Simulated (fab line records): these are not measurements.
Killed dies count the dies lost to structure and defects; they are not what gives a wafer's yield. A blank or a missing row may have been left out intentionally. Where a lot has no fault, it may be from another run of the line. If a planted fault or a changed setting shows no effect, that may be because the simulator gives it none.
Matching of chambers / flow n5 finfet / 4 sister chambers for N5_HKMG_FIN_ALD_21 on ald metal-01
The step deposits TiN, target thk 1.5 nm, pulse time 1 s, purge time 3 s. 4 wafers are shown with their chamber, then 9 later ones without.

## WAFERS, EACH WITH ITS CHAMBER
wafer=L083.5; chamber=2; heater power w (W)=936
wafer=L085.5; chamber=1; heater power w (W)=957
wafer=L086.4; chamber=0; heater power w (W)=962
wafer=L086.6; chamber=3; heater power w (W)=822

## WAFERS MISSING THEIR CHAMBER
wafer=L087.2; heater power w (W)=953
wafer=L087.3; heater power w (W)=796
wafer=L087.4; heater power w (W)=816
wafer=L089.1; heater power w (W)=937
wafer=L089.3; heater power w (W)=955
wafer=L089.4; heater power w (W)=928
wafer=L093.1; heater power w (W)=913
wafer=L093.2; heater power w (W)=826
wafer=L093.5; heater power w (W)=957

## WHICH CHAMBER EACH ONE RAN IN
wafer=L087.2; from the rows above=can't be placed: 1 or 0 or 2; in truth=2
wafer=L087.3; from the rows above=3; in truth=3
wafer=L087.4; from the rows above=3; in truth=3
wafer=L089.1; from the rows above=can't be placed: 2 or 1 or 0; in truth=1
wafer=L089.3; from the rows above=can't be placed: 1 or 0 or 2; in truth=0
wafer=L089.4; from the rows above=can't be placed: 2 or 1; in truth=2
wafer=L093.1; from the rows above=can't be placed: 2 or 1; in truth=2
wafer=L093.2; from the rows above=3; in truth=3
wafer=L093.5; from the rows above=can't be placed: 1 or 0 or 2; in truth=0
3 of 9 placed correctly. Unplaceable from these rows: 6, with the true chamber sitting among the candidates in 6. 0 placed wrongly.
How it was worked out, from the rows above alone: a wafer's distance from a chamber is the root of the sum, over the readings, of the square of ((its reading less the chamber's mean) divided by the reading's scatter). If the next closest chamber is less than 2 further off than the closest, the wafer can't be placed; otherwise it belongs to the closest. Each chamber's mean is taken over the wafers shown for it. The scatter (one wafer shown for each chamber): square how far every hidden wafer sits from the nearest shown wafer, average those squares and take the square root.
